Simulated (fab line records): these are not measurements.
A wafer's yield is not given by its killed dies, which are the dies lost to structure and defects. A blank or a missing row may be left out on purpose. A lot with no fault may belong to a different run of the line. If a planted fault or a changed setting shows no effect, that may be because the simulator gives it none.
fab line records ; flow n5_finfet
[record] lots = 5; wafers = 15; last_day = 16
route steps=1938 shown BEOL_M4@1110 BEOL_M5@1112
lots that met no fault: taken from a fault-free run of the same line
start_h: the number of hours between the record's first day and the start of the first shown wafer of the lot ; wait_h: time in hours since the lot's previous step ; " repeats the value in the row above ; L1.1+2: a single row standing in for several wafers ; - no value, or no start given ; * or withheld: withheld ; < > ~ a bound
route shown NAME@n: NAME is a module with steps in the file, n the number in the route of the first one ; usual: mean/standard deviation of fault-free wafers ; same: alike in all rows ; chamber/n: place in a boat ; sites: per-site readings ; _std_site: standard deviation across them ; _edge_site: the outer-site mean with the inner-site mean subtracted ; radius_mm: how far each site lies from the wafer's centre ; mask NAME#n: copy n ; behind: the most recent tool/chamber to have shaped the wafer ; hold: reason for holding the lot/hours on hold/outcome of the hold ; device: names the non-switching transistor (n, p or np) ; end of line: the tests these same wafers got at the end of their route ; a step given without rows: its recipe and nothing more ; killed: dies lost to structure and defects at the first sort, not the wafer's yield ; map: dies across one wafer; x = killed, . = not, _ = none there
set.NAME: setting as actually run; set.NAME@STEP: the setting as run at that earlier step ; model.NAME: the simulator's own value behind a step, which no gauge read
lots seen at some steps along the route; tables by step, rows by wafer
services: from which hour (start_h, from the record's first day; less than 0 if before it) a tool's chamber was out of use, for how many hours, and why
[[steps]]
[step N5_BEOL_M4_INSPECT_59]
[recipe] inspect_instrument = darkfield; mode = post_dep
[usual] raw_defect_count = 72/26
lot.wafer;tool;chamber;start_h;wait_h;raw_defect_count
L079.2;defect_inspect-02;-;195.33;0.0;77
L079.4;defect_inspect-02;-;195.33;0.0;124
L079.5;defect_inspect-02;-;195.33;0.0;105
L081.1;defect_inspect-01;-;208.79;0.0;107
L081.4;defect_inspect-01;-;208.79;0.0;80
L081.6;defect_inspect-01;-;208.79;0.0;90
L083.1;defect_inspect-01;-;219.79;0.0;39
L083.3;defect_inspect-01;-;219.79;0.0;59
L083.4;defect_inspect-01;-;219.79;0.0;35
L086.2;defect_inspect-02;-;235.38;0.0;61
L086.4;defect_inspect-02;-;235.38;0.0;46
L086.6;defect_inspect-02;-;235.38;0.0;100
L089.2;defect_inspect-02;-;264.96;0.0;78
L089.3;defect_inspect-02;-;264.96;0.0;70
L089.6;defect_inspect-02;-;264.96;0.0;60
[step N5_BEOL_M4_RC_MEAS_101]
[usual] DIBL_N = 35.9/1.7; DIBL_P = 36.0/2.2; IOFF_N = 0.16/0.031; IOFF_P = 0.21/0.039; ION_N = 678/13; ION_P = 464/8.8; SS_N = 71.5/0.61; SS_P = 73.2/0.68; VT_N = 249/3.3; VT_P = -250/3.8
lot.wafer;tool;chamber;start_h;wait_h;DIBL_N[mV/V];DIBL_P[mV/V];IOFF_N[nA/um];IOFF_P[nA/um];ION_N[uA/um];ION_P[uA/um];SS_N[mV/dec];SS_P[mV/dec];VT_N[mV];VT_P[mV]
L079.2;prober-02;0;195.51;0.2;33.0;33.1;0.11;0.15;672;460;70.9;71.9;253;-254
L079.4;prober-02;0;195.51;0.2;33.2;33.0;0.11;0.15;660;456;71.3;72.2;254;-255
L079.5;prober-02;0;195.51;0.2;33.7;33.5;0.12;0.15;667;460;71.4;71.9;255;-255
L081.1;prober-01;0;208.82;0.0;35.2;35.1;0.15;0.19;688;466;71.5;72.8;249;-250
L081.4;prober-01;0;208.82;0.0;37.4;38.4;0.20;0.24;703;474;72.4;73.5;248;-250
L081.6;prober-01;0;208.82;0.0;37.1;37.5;0.19;0.23;701;474;71.7;73.7;245;-250
L083.1;prober-01;0;219.82;0.0;34.7;37.0;0.14;0.22;662;462;71.3;73.8;253;-249
L083.3;prober-01;0;219.82;0.0;37.3;40.0;0.22;0.28;689;469;72.0;74.1;247;-243
L083.4;prober-01;0;219.82;0.0;35.4;36.3;0.16;0.21;679;465;71.6;72.9;251;-247
L086.2;prober-02;0;235.56;0.2;37.9;38.5;0.19;0.22;684;469;71.8;73.8;247;-248
L086.4;prober-02;0;235.56;0.2;38.8;40.5;0.20;0.26;689;472;71.7;74.3;245;-247
L086.6;prober-02;0;235.56;0.2;37.8;39.4;0.19;0.25;677;465;72.4;73.5;245;-249
L089.2;prober-01;0;265.14;0.2;35.7;36.1;0.17;0.23;687;474;71.6;73.3;248;-248
L089.3;prober-01;0;265.14;0.2;35.7;36.2;0.15;0.23;682;475;71.2;73.5;247;-245
L089.6;prober-01;0;265.14;0.2;36.9;37.1;0.18;0.25;701;473;71.8;73.6;245;-245
[step N5_BEOL_M5_ILD_DEP_00]
[recipe] material = SiCOH_lowk; target_thk_a = 1406.4; temp_c = 300; precursor = DEMS/porogen; pressure_torr = 5; rf_w = 500; time_s = 25.9
[usual] chamber_pressure_Torr = 4.998/0.0099; heater_power_w = 323/44; showerhead_plenum_p_Torr = 5.748/0.021; throttle_valve_pct = 14.0/0.94
[same] time_s = 25.9
lot.wafer;tool;chamber;start_h;wait_h;chamber_pressure_Torr;heater_power_w;showerhead_plenum_p_Torr;throttle_valve_pct
L079.2;pecvd-04;0;196.32;0.7;4.988;301;5.751;13.6
L079.4;pecvd-04;1;196.32;0.7;4.996;387;5.769;14.6
L079.5;pecvd-04;0;196.32;0.7;5.008;303;5.738;13.7
L081.1;pecvd-01;0;209.78;0.8;5.001;245;5.749;13.8
L081.4;pecvd-01;0;209.78;0.8;4.987;256;5.733;13.6
L081.6;pecvd-01;2;209.78;0.8;5.026;331;5.787;12.8
L083.1;pecvd-02;1;220.79;0.8;4.999;266;5.713;13.7
L083.3;pecvd-02;2;220.79;0.8;5.012;291;5.722;14.0
L083.4;pecvd-02;1;220.79;0.8;4.980;263;5.722;13.6
L086.2;pecvd-04;1;236.37;0.7;4.994;349;5.772;14.6
L086.4;pecvd-04;1;236.37;0.7;4.996;359;5.781;14.7
L086.6;pecvd-04;0;236.37;0.7;5.007;281;5.728;13.3
L089.2;pecvd-02;0;265.95;0.7;4.989;315;5.719;13.6
L089.3;pecvd-02;0;265.95;0.7;4.996;311;5.722;13.7
L089.6;pecvd-02;0;265.95;0.7;4.986;323;5.717;13.7
[step N5_BEOL_M5_CURE_79]
[recipe] temp_c = 385; time_s = 240; ambient = He/Ar; material = SiCOH_lowk
[usual] lamp_power_pct = 52.32/0.051; wafer_temp_C_max = 386.8/0.71
[same] time_s = 240
lot.wafer;tool;chamber;start_h;wait_h;lamp_power_pct;wafer_temp_C_max
L079.2;uv_cure-03;2;196.46;0.1;52.29;386.9
L079.4;uv_cure-03;2;196.46;0.1;52.26;386.9
L079.5;uv_cure-03;2;196.46;0.1;52.41;386.6
L081.1;uv_cure-02;1;209.84;0.0;52.42;388.0
L081.4;uv_cure-02;1;209.84;0.0;52.36;386.8
L081.6;uv_cure-02;1;209.84;0.0;52.28;387.7
L083.1;uv_cure-01;1;220.85;0.0;52.16;386.8
L083.3;uv_cure-01;1;220.85;0.0;52.24;386.3
L083.4;uv_cure-01;1;220.85;0.0;52.25;386.8
L086.2;uv_cure-03;1;236.51;0.1;52.37;386.3
L086.4;uv_cure-03;1;236.51;0.1;52.33;386.0
L086.6;uv_cure-03;1;236.51;0.1;52.25;386.7
L089.2;uv_cure-01;0;266.11;0.1;52.34;387.6
L089.3;uv_cure-01;0;266.11;0.1;52.35;388.4
L089.6;uv_cure-01;0;266.11;0.1;52.47;387.6
[step N5_BEOL_M5_THK_MEAS_01]
[recipe] reads = SiCOH_lowk_of_BEOL_M5_ILD_DEP_00
[usual] M5_ILD_THK = 120.8/1.6
lot.wafer;tool;chamber;start_h;wait_h;M5_ILD_THK[nm]
L079.2;film_metro-01;-;196.89;0.4;118.0
L079.4;film_metro-01;-;196.89;0.4;119.8
L079.5;film_metro-01;-;196.89;0.4;120.6
L081.1;film_metro-02;-;210.35;0.4;120.8
L081.4;film_metro-02;-;210.35;0.4;122.9
L081.6;film_metro-02;-;210.35;0.4;121.2
L083.1;film_metro-01;-;221.36;0.4;119.8
L083.3;film_metro-01;-;221.36;0.4;121.2
L083.4;film_metro-01;-;221.36;0.4;121.9
L086.2;film_metro-02;-;236.95;0.4;119.5
L086.4;film_metro-02;-;236.95;0.4;120.7
L086.6;film_metro-02;-;236.95;0.4;120.5
L089.2;film_metro-01;-;266.55;0.4;119.0
L089.3;film_metro-01;-;266.55;0.4;120.4
L089.6;film_metro-01;-;266.55;0.4;121.0
[step N5_BEOL_M5_PECVD_70]
[recipe] material = SiO2; target_thk_a = 160; temp_c = 400; precursor = TEOS/O2; pressure_torr = 5.5; rf_w = 450; teos_flow_sccm = 53.8; gas = O2; flow_sccm = 3000; time_s = 18
[usual] chamber_pressure_Torr = 5.499/0.012; heater_power_w = 721/81; showerhead_plenum_p_Torr = 8.79/0.084; throttle_valve_pct = 22.4/1.2
[same] time_s = 18
lot.wafer;tool;chamber;start_h;wait_h;chamber_pressure_Torr;heater_power_w;showerhead_plenum_p_Torr;throttle_valve_pct
L079.2;pecvd-01;2;196.93;0.0;5.504;785;8.95;21.0
L079.4;pecvd-01;0;196.93;0.0;5.475;694;8.78;22.3
L079.5;pecvd-01;2;196.93;0.0;5.482;773;8.94;21.1
L081.1;pecvd-01;0;210.39;0.0;5.495;720;8.79;22.3
L081.4;pecvd-01;1;210.39;0.0;5.492;820;8.84;25.6
L081.6;pecvd-01;2;210.39;0.0;5.490;728;8.95;20.7
L083.1;pecvd-01;1;221.40;0.0;5.491;763;8.85;25.4
L083.3;pecvd-01;0;221.40;0.0;5.520;651;8.80;22.2
L083.4;pecvd-01;2;221.40;0.0;5.492;735;8.93;20.8
L086.2;pecvd-01;2;236.98;0.0;5.505;761;8.92;20.9
L086.4;pecvd-01;1;236.98;0.0;5.496;846;8.88;25.5
L086.6;pecvd-01;2;236.98;0.0;5.500;748;8.94;20.8
L089.2;pecvd-04;0;266.58;0.0;5.518;688;8.79;22.1
L089.3;pecvd-04;1;266.58;0.0;5.508;774;8.93;23.9
L089.6;pecvd-04;2;266.58;0.0;5.504;860;8.79;21.8
[step N5_BEOL_M5_HM_DEP_02]
[recipe] material = TiN; target_thk_a = 200; temp_c = 25; chamber_pressure_pa = 0.49996
[usual] throttle_valve_pct = 30.2/1.1
lot.wafer;tool;chamber;start_h;wait_h;throttle_valve_pct
L079.2;pvd_sputter-01;-;197.41;0.5;29.9
L079.4;pvd_sputter-01;-;197.41;0.5;31.4
L079.5;pvd_sputter-01;-;197.41;0.5;28.6
L081.1;pvd_sputter-01;-;211.42;1.0;28.8
L081.4;pvd_sputter-01;-;211.42;1.0;31.7
L081.6;pvd_sputter-01;-;211.42;1.0;29.8
L083.1;pvd_sputter-01;-;222.22;0.8;31.7
L083.3;pvd_sputter-01;-;222.22;0.8;28.8
L083.4;pvd_sputter-01;-;222.22;0.8;30.9
L086.2;pvd_sputter-03;-;238.85;1.8;31.1
L086.4;pvd_sputter-03;-;238.85;1.8;29.5
L086.6;pvd_sputter-03;-;238.85;1.8;30.5
L089.2;pvd_sputter-03;-;266.78;0.2;29.9
L089.3;pvd_sputter-03;-;266.78;0.2;30.7
L089.6;pvd_sputter-03;-;266.78;0.2;29.9
[step N5_BEOL_M5_COAT_59]
[recipe] resist = SOC; temp_c = 250; time_s = 60; spin_rpm = 1500; resist_thk_nm = 60
[usual] spin_speed_rpm = 1500.1/0.88
[same] time_s = 60
lot.wafer;tool;chamber;start_h;wait_h;spin_speed_rpm
L079.2;litho_track-02;0;197.54;0.1;1500.2
L079.4;litho_track-02;0;197.54;0.1;1499.6
L079.5;litho_track-02;0;197.54;0.1;1500.1
L081.1;litho_track-03;0;211.55;0.1;1500.2
L081.4;litho_track-03;0;211.55;0.1;1498.8
L081.6;litho_track-03;0;211.55;0.1;1500.5
L083.1;litho_track-05;0;222.35;0.1;1500.9
L083.3;litho_track-05;0;222.35;0.1;1500.7
L083.4;litho_track-05;0;222.35;0.1;1499.3
L086.2;litho_track-05;0;238.98;0.1;1499.1
L086.4;litho_track-05;0;238.98;0.1;1500.8
L086.6;litho_track-05;0;238.98;0.1;1499.4
L089.2;litho_track-02;0;266.91;0.1;1499.9
L089.3;litho_track-02;0;266.91;0.1;1499.2
L089.6;litho_track-02;0;266.91;0.1;1500.7
[step N5_BEOL_M5_COAT_60]
[recipe] resist = SiARC; temp_c = 220; time_s = 60; spin_rpm = 1500; resist_thk_nm = 12
[usual] spin_speed_rpm = 1499.9/0.95
[same] time_s = 60
lot.wafer;tool;chamber;start_h;wait_h;spin_speed_rpm
L079.2;litho_track-02;0;-;-;1498.9
L079.4;litho_track-02;0;-;-;1500.6
L079.5;litho_track-02;0;-;-;1498.6
L081.1;litho_track-03;0;-;-;1500.3
L081.4;litho_track-03;0;-;-;1499.0
L081.6;litho_track-03;0;-;-;1500.7
L083.1;litho_track-05;0;-;-;1500.5
L083.3;litho_track-05;0;-;-;1500.0
L083.4;litho_track-05;0;-;-;1499.7
L086.2;litho_track-05;0;-;-;1498.4
L086.4;litho_track-05;0;-;-;1500.2
L086.6;litho_track-05;0;-;-;1500.0
L089.2;litho_track-02;0;-;-;1500.1
L089.3;litho_track-02;0;-;-;1501.4
L089.6;litho_track-02;0;-;-;1499.5
[step N5_BEOL_M5_COAT_71]
[recipe] resist = underlayer; temp_c = 205; time_s = 60; spin_rpm = 1500; resist_thk_nm = 5
[usual] spin_speed_rpm = 1499.9/0.99
[same] time_s = 60
lot.wafer;tool;chamber;start_h;wait_h;spin_speed_rpm
L079.2;litho_track-02;0;-;-;1499.0
L079.4;litho_track-02;0;-;-;1499.9
L079.5;litho_track-02;0;-;-;1499.0
L081.1;litho_track-03;0;-;-;1499.0
L081.4;litho_track-03;0;-;-;1498.5
L081.6;litho_track-03;0;-;-;1498.5
L083.1;litho_track-05;0;-;-;1500.0
L083.3;litho_track-05;0;-;-;1501.4
L083.4;litho_track-05;0;-;-;1500.4
L086.2;litho_track-05;0;-;-;1500.0
L086.4;litho_track-05;0;-;-;1499.5
L086.6;litho_track-05;0;-;-;1501.0
L089.2;litho_track-02;0;-;-;1497.3
L089.3;litho_track-02;0;-;-;1499.2
L089.6;litho_track-02;0;-;-;1498.0
[step N5_BEOL_M5_COAT_05]
[recipe] resist = CAR-EUV; spin_rpm = 1500; resist_thk_nm = 30
[usual] spin_speed_rpm = 1500.2/0.99
lot.wafer;tool;chamber;start_h;wait_h;spin_speed_rpm
L079.2;litho_track-02;0;-;-;1500.2
L079.4;litho_track-02;0;-;-;1499.8
L079.5;litho_track-02;0;-;-;1501.2
L081.1;litho_track-03;0;-;-;1499.7
L081.4;litho_track-03;0;-;-;1500.5
L081.6;litho_track-03;0;-;-;1500.8
L083.1;litho_track-05;0;-;-;1499.7
L083.3;litho_track-05;0;-;-;1501.2
L083.4;litho_track-05;0;-;-;1499.9
L086.2;litho_track-05;0;-;-;1501.7
L086.4;litho_track-05;0;-;-;1500.7
L086.6;litho_track-05;0;-;-;1499.9
L089.2;litho_track-02;0;-;-;1499.1
L089.3;litho_track-02;0;-;-;1500.6
L089.6;litho_track-02;0;-;-;1499.4
[step N5_BEOL_M5_EBR_07]
[recipe] solvent = PGMEA; ebr_width_mm = 1.5
lot.wafer;tool;chamber;start_h;wait_h
L079.2+4+5;litho_track-02;0;-;-
L081.1+4+6;litho_track-03;0;-;-
L083.1+3+4;litho_track-05;0;-;-
L086.2+4+6;litho_track-05;0;-;-
L089.2+3+6;litho_track-02;0;-;-
[step N5_BEOL_M5_SOFTBAKE_06]
[recipe] temp_c = 110; time_s = 60; resist = CAR-EUV
[same] time_s = 60
lot.wafer;tool;chamber;start_h;wait_h
L079.2+4+5;litho_track-02;0;-;-
L081.1+4+6;litho_track-03;0;-;-
L083.1+3+4;litho_track-05;0;-;-
L086.2+4+6;litho_track-05;0;-;-
L089.2+3+6;litho_track-02;0;-;-
[step N5_BEOL_M5_EXPOSE_08]
[recipe] mask_id = M5; na = 0.33; source_shape = annular; sigma_inner = 0.4; sigma_outer = 0.8; polarization = unpolarized; target_cd_nm = 28; dose_mj = 35.75
[usual] exposure_dose_mJ_cm2 = 35.63/0.046
lot.wafer;tool;chamber;start_h;wait_h;mask;exposure_dose_mJ_cm2
L079.2;euv_scanner-02;0;197.68;-;M5#0;35.65
L079.4;euv_scanner-02;0;197.68;-;M5#0;35.67
L079.5;euv_scanner-02;0;197.68;-;M5#0;35.66
L081.1;euv_scanner-01;0;211.81;-;M5#0;35.64
L081.4;euv_scanner-01;0;211.81;-;M5#0;35.64
L081.6;euv_scanner-01;0;211.81;-;M5#0;35.64
L083.1;euv_scanner-02;0;222.61;-;M5#0;35.65
L083.3;euv_scanner-02;0;222.61;-;M5#0;35.61
L083.4;euv_scanner-02;0;222.61;-;M5#0;35.66
L086.2;euv_scanner-01;0;239.12;-;M5#0;35.54
L086.4;euv_scanner-01;0;239.12;-;M5#0;35.62
L086.6;euv_scanner-01;0;239.12;-;M5#0;35.62
L089.2;euv_scanner-02;0;267.05;-;M5#0;35.65
L089.3;euv_scanner-02;0;267.05;-;M5#0;35.65
L089.6;euv_scanner-02;0;267.05;-;M5#0;35.62
[step N5_BEOL_M5_PEB_09]
[recipe] peb_temp_c = 100; peb_time_s = 60; resist = CAR-EUV
lot.wafer;tool;chamber;start_h;wait_h
L079.2+4+5;litho_track-05;0;197.74;0.1
L081.1+4+6;litho_track-05;0;211.87;0.1
L083.1+3+4;litho_track-05;0;222.67;0.1
L086.2+4+6;litho_track-05;0;239.18;0.0
L089.2+3+6;litho_track-03;0;267.11;0.0
[step N5_BEOL_M5_DEVELOP_10]
[recipe] develop_time_s = 30; developer = TMAH; resist = CAR-EUV; rinse_liquid = surfactant_rinse; dry = air_spin; dev_temp_c = 23
[usual] developer_temp_C = 23.00/0.12
lot.wafer;tool;chamber;start_h;wait_h;developer_temp_C
L079.2;litho_track-05;0;-;-;22.93
L079.4;litho_track-05;0;-;-;22.92
L079.5;litho_track-05;0;-;-;22.84
L081.1;litho_track-05;0;-;-;23.05
L081.4;litho_track-05;0;-;-;23.03
L081.6;litho_track-05;0;-;-;23.07
L083.1;litho_track-05;0;-;-;22.87
L083.3;litho_track-05;0;-;-;23.04
L083.4;litho_track-05;0;-;-;23.03
L086.2;litho_track-05;0;-;-;23.08
L086.4;litho_track-05;0;-;-;23.18
L086.6;litho_track-05;0;-;-;23.08
L089.2;litho_track-03;0;-;-;23.15
L089.3;litho_track-03;0;-;-;23.23
L089.6;litho_track-03;0;-;-;23.03
[step N5_BEOL_M5_CD_MEAS_11]
[recipe] target_cd_nm = 27.74; landing_energy_ev = 500; detector = se_inlens
[usual] cd_nm = 27.94/0.21
lot.wafer;tool;chamber;start_h;wait_h;cd_nm
L079.2;cd_sem-02;0;197.80;-;28.07
L079.4;cd_sem-02;0;197.80;-;27.73
L079.5;cd_sem-02;0;197.80;-;27.87
L081.1;cd_sem-01;0;211.94;-;27.76
L081.4;cd_sem-01;0;211.94;-;28.03
L081.6;cd_sem-01;0;211.94;-;28.29
L083.1;cd_sem-03;0;222.74;-;28.23
L083.3;cd_sem-03;0;222.74;-;27.62
L083.4;cd_sem-03;0;222.74;-;27.64
L086.2;cd_sem-02;0;239.24;-;27.93
L086.4;cd_sem-02;0;239.24;-;27.43
L086.6;cd_sem-02;0;239.24;-;27.89
L089.2;cd_sem-01;0;267.18;-;28.33
L089.3;cd_sem-01;0;267.18;-;27.92
L089.6;cd_sem-01;0;267.18;-;28.12
[step N5_BEOL_M5_OVL_MEAS_12]
[recipe] points_per_wafer = 522
[usual] M5_OVL = 0.7/0.73
lot.wafer;tool;chamber;start_h;wait_h;M5_OVL[nm]
L079.2;overlay-02;0;197.84;0.0;0.6
L079.4;overlay-02;0;197.84;0.0;1.2
L079.5;overlay-02;0;197.84;0.0;1.2
L081.1;overlay-01;0;211.97;0.0;1.8
L081.4;overlay-01;0;211.97;0.0;1.1
L081.6;overlay-01;0;211.97;0.0;1.0
L083.1;overlay-01;0;222.80;0.1;1.4
L083.3;overlay-01;0;222.80;0.1;0.5
L083.4;overlay-01;0;222.80;0.1;0.6
L086.2;overlay-01;0;239.28;0.0;0.8
L086.4;overlay-01;0;239.28;0.0;0.7
L086.6;overlay-01;0;239.28;0.0;1.4
L089.2;overlay-02;0;267.21;0.0;0.6
L089.3;overlay-02;0;267.21;0.0;-0.2
L089.6;overlay-02;0;267.21;0.0;0.7
[step N5_BEOL_M5_INSPECT_13]
[recipe] mode = adi; inspect_instrument = brightfield
[usual] raw_defect_count = 396/110
lot.wafer;tool;chamber;start_h;wait_h;raw_defect_count
L079.2;defect_inspect-02;-;197.89;0.0;419
L079.4;defect_inspect-02;-;197.89;0.0;449
L079.5;defect_inspect-02;-;197.89;0.0;435
L081.1;defect_inspect-01;-;212.03;0.1;709
L081.4;defect_inspect-01;-;212.03;0.1;546
L081.6;defect_inspect-01;-;212.03;0.1;475
L083.1;defect_inspect-01;-;222.86;0.1;343
L083.3;defect_inspect-01;-;222.86;0.1;335
L083.4;defect_inspect-01;-;222.86;0.1;306
L086.2;defect_inspect-02;-;239.33;0.0;338
L086.4;defect_inspect-02;-;239.33;0.0;352
L086.6;defect_inspect-02;-;239.33;0.0;359
L089.2;defect_inspect-02;-;267.27;0.0;333
L089.3;defect_inspect-02;-;267.27;0.0;382
L089.6;defect_inspect-02;-;267.27;0.0;389
[step N5_BEOL_M5_DESCUM_16]
[recipe] chemistry = O2; time_s = 7; source_power_w = 50; bias_power_w = 20; pressure_mtorr = 20; rf_frequency_hz = 2.712e+07; temp_c = 40; resist = CAR-EUV; o2_flow_sccm = 225
[usual] drypump_motor_current_A = 5.9/0.6; oes_product_au = 0.81/0.089; rf_vpp_V = 243.0/1.2; showerhead_plenum_p_Torr = 2.09/0.06; throttle_valve_pct = 20.5/0.31
[same] time_s = 7
lot.wafer;tool;chamber;start_h;wait_h;drypump_motor_current_A;oes_product_au;rf_hours_counter_h;rf_vpp_V;showerhead_plenum_p_Torr;throttle_valve_pct
L079.2;rie_diel-04;1;197.93;0.0;6.5;0.79;111;242.3;2.10;20.5
L079.4;rie_diel-04;1;197.93;0.0;6.5;0.79;-;242.8;2.10;20.5
L079.5;rie_diel-04;2;197.93;0.0;5.7;0.88;-;243.1;2.16;20.6
L081.1;rie_diel-01;0;212.06;0.0;4.7;0.89;54;243.9;2.11;20.2
L081.4;rie_diel-01;3;212.06;0.0;6.4;0.87;66;240.4;2.04;20.3
L081.6;rie_diel-01;2;212.06;0.0;6.1;0.94;-;243.0;2.02;19.8
L083.1;rie_diel-04;3;223.32;0.5;6.6;0.71;202;242.9;2.00;20.9
L083.3;rie_diel-04;2;223.32;0.5;5.7;0.87;35;242.8;2.15;20.6
L083.4;rie_diel-04;3;223.32;0.5;6.6;0.71;-;241.5;2.00;20.9
L086.2;rie_diel-01;3;239.37;0.0;6.4;0.85;75;241.5;2.03;20.3
L086.4;rie_diel-01;0;239.37;0.0;4.7;0.87;63;243.5;2.11;20.2
L086.6;rie_diel-01;3;239.37;0.0;6.4;0.85;-;241.7;2.03;20.3
L089.2;rie_diel-03;0;267.30;0.0;5.0;0.82;93;242.7;2.11;20.1
L089.3;rie_diel-03;3;267.30;0.0;6.2;0.70;-;243.6;2.16;20.5
L089.6;rie_diel-03;0;267.30;0.0;5.0;0.83;-;243.4;2.11;20.1
[step N5_BEOL_M5_ETCH_72]
[recipe] chemistry = N2/H2; target = underlayer; target_depth_a = 65; mask_material = CAR-EUV; time_s = 5.2; ion_energy_ev = 200; pressure_mtorr = 30; source_w = 840; bias_w = 150; n2_flow_sccm = 200; h2_flow_sccm = 200; ends = cleared
[usual] drypump_motor_current_A = 5.9/0.6; etch_rf_on_time_s = 5.23/0.11; oes_product_au = 0.68/0.074; rf_vpp_V = 524.0/2.3; showerhead_plenum_p_Torr = 2.54/0.069; throttle_valve_pct = 17.89/0.28
lot.wafer;tool;chamber;start_h;wait_h;drypump_motor_current_A;etch_rf_on_time_s;oes_product_au;rf_hours_counter_h;rf_vpp_V;showerhead_plenum_p_Torr;throttle_valve_pct
L079.2;rie_diel-04;1;197.96;0.0;6.5;5.30;0.66;111;523.9;2.55;17.84
L079.4;rie_diel-04;1;197.96;0.0;6.5;5.27;0.67;-;524.1;2.55;17.84
L079.5;rie_diel-04;2;197.96;0.0;5.7;5.37;0.72;-;525.5;2.61;18.11
L081.1;rie_diel-01;0;212.10;0.0;4.8;5.22;0.74;54;523.6;2.57;17.56
L081.4;rie_diel-01;3;212.10;0.0;6.3;5.26;0.74;66;525.5;2.48;17.70
L081.6;rie_diel-01;2;212.10;0.0;6.1;5.07;0.80;-;520.1;2.51;17.54
L083.1;rie_diel-04;3;223.35;0.0;6.7;5.38;0.60;202;522.1;2.42;18.19
L083.3;rie_diel-04;2;223.35;0.0;5.7;5.35;0.73;35;525.2;2.61;18.08
L083.4;rie_diel-04;3;223.35;0.0;6.6;5.38;0.60;-;521.4;2.42;18.20
L086.2;rie_diel-01;3;239.40;0.0;6.4;5.18;0.73;75;522.8;2.47;17.73
L086.4;rie_diel-01;0;239.40;0.0;4.7;5.11;0.74;63;524.9;2.57;17.61
L086.6;rie_diel-01;3;239.40;0.0;6.4;5.12;0.72;-;519.1;2.48;17.73
L089.2;rie_diel-03;0;267.35;0.0;5.0;5.12;0.70;93;524.0;2.57;17.41
L089.3;rie_diel-03;3;267.35;0.0;6.2;5.28;0.59;-;526.1;2.61;17.76
L089.6;rie_diel-03;0;267.35;0.0;5.0;5.17;0.70;-;523.9;2.56;17.43
[step N5_BEOL_M5_ETCH_61]
[recipe] chemistry = CF4; target = SiARC; target_depth_a = 156; mask_material = CAR-EUV; time_s = 26; ion_energy_ev = 80; pressure_mtorr = 40; source_w = 545; bias_w = 36; Ar_flow_sccm = 100; cf4_flow_sccm = 100; ends = cleared
[usual] drypump_motor_current_A = 5.9/0.6; etch_rf_on_time_s = 26.2/0.65; oes_product_au = 0.69/0.075; rf_vpp_V = 184.2/0.99; showerhead_plenum_p_Torr = 2.14/0.061; throttle_valve_pct = 15.64/0.26
lot.wafer;tool;chamber;start_h;wait_h;drypump_motor_current_A;etch_rf_on_time_s;oes_product_au;rf_hours_counter_h;rf_vpp_V;showerhead_plenum_p_Torr;throttle_valve_pct
L079.2;rie_diel-04;1;197.98;0.0;6.6;26.9;0.66;111;184.3;2.16;15.61
L079.4;rie_diel-04;1;197.98;0.0;6.5;26.8;0.66;-;185.3;2.16;15.61
L079.5;rie_diel-04;2;197.98;0.0;5.7;27.0;0.73;-;185.3;2.20;15.63
L081.1;rie_diel-01;0;212.11;0.0;4.7;26.1;0.75;54;186.1;2.17;15.41
L081.4;rie_diel-01;3;212.11;0.0;6.4;26.9;0.73;66;185.0;2.09;15.44
L081.6;rie_diel-01;2;212.11;0.0;6.1;24.8;0.81;-;184.6;2.10;15.20
L083.1;rie_diel-04;3;223.37;0.0;6.6;26.8;0.60;202;184.5;2.04;15.93
L083.3;rie_diel-04;2;223.37;0.0;5.7;27.0;0.72;35;184.7;2.20;15.67
L083.4;rie_diel-04;3;223.37;0.0;6.6;26.8;0.60;-;182.8;2.03;15.91
L086.2;rie_diel-01;3;239.42;0.0;6.4;26.2;0.72;75;183.0;2.09;15.47
L086.4;rie_diel-01;0;239.42;0.0;4.8;25.7;0.74;63;186.5;2.17;15.45
L086.6;rie_diel-01;3;239.42;0.0;6.4;26.0;0.72;-;185.0;2.09;15.47
L089.2;rie_diel-03;0;267.38;0.0;5.0;25.4;0.70;93;183.3;2.16;15.24
L089.3;rie_diel-03;3;267.38;0.0;6.3;26.7;0.59;-;184.9;2.21;15.75
L089.6;rie_diel-03;0;267.38;0.0;5.0;25.6;0.70;-;185.2;2.16;15.22
[[services]]
tool;chamber;start_h;hours;kind
euv_scanner-02;-;173.92;1.0;pm
litho_track-02;-;183.47;-;consumable_replace:filter
pecvd-02;-;184.99;27.0;repair
uv_cure-01;-;186.94;2.8;pm
euv_scanner-01;-;193.78;12.0;pm
litho_track-03;-;194.37;-;consumable_replace:filter
rie_diel-04;0;197.34;-;clean
rie_diel-04;0;197.34;-;consumable_replace:focus_ring
rie_diel-04;0;197.34;18.8;scheduled_down
rie_diel-04;0;197.34;18.8;vent_cycle
uv_cure-02;-;198.27;0.5;repair
euv_scanner-02;-;205.78;4.6;pm
euv_scanner-01;-;216.69;1.0;pm
rie_diel-04;1;221.30;13.8;repair
uv_cure-01;-;222.49;1.4;repair
euv_scanner-02;-;230.07;1.0;pm
pecvd-02;2;231.85;5.5;scheduled_down
rie_diel-01;1;240.27;4.0;repair
euv_scanner-01;-;252.96;1.3;repair
rie_diel-03;2;265.86;-;clean
rie_diel-03;2;265.86;-;consumable_replace:focus_ring
rie_diel-03;2;265.86;-;consumable_replace:showerhead
rie_diel-03;2;265.86;14.9;scheduled_down
rie_diel-03;2;265.86;14.9;vent_cycle
[[key]]
fault none
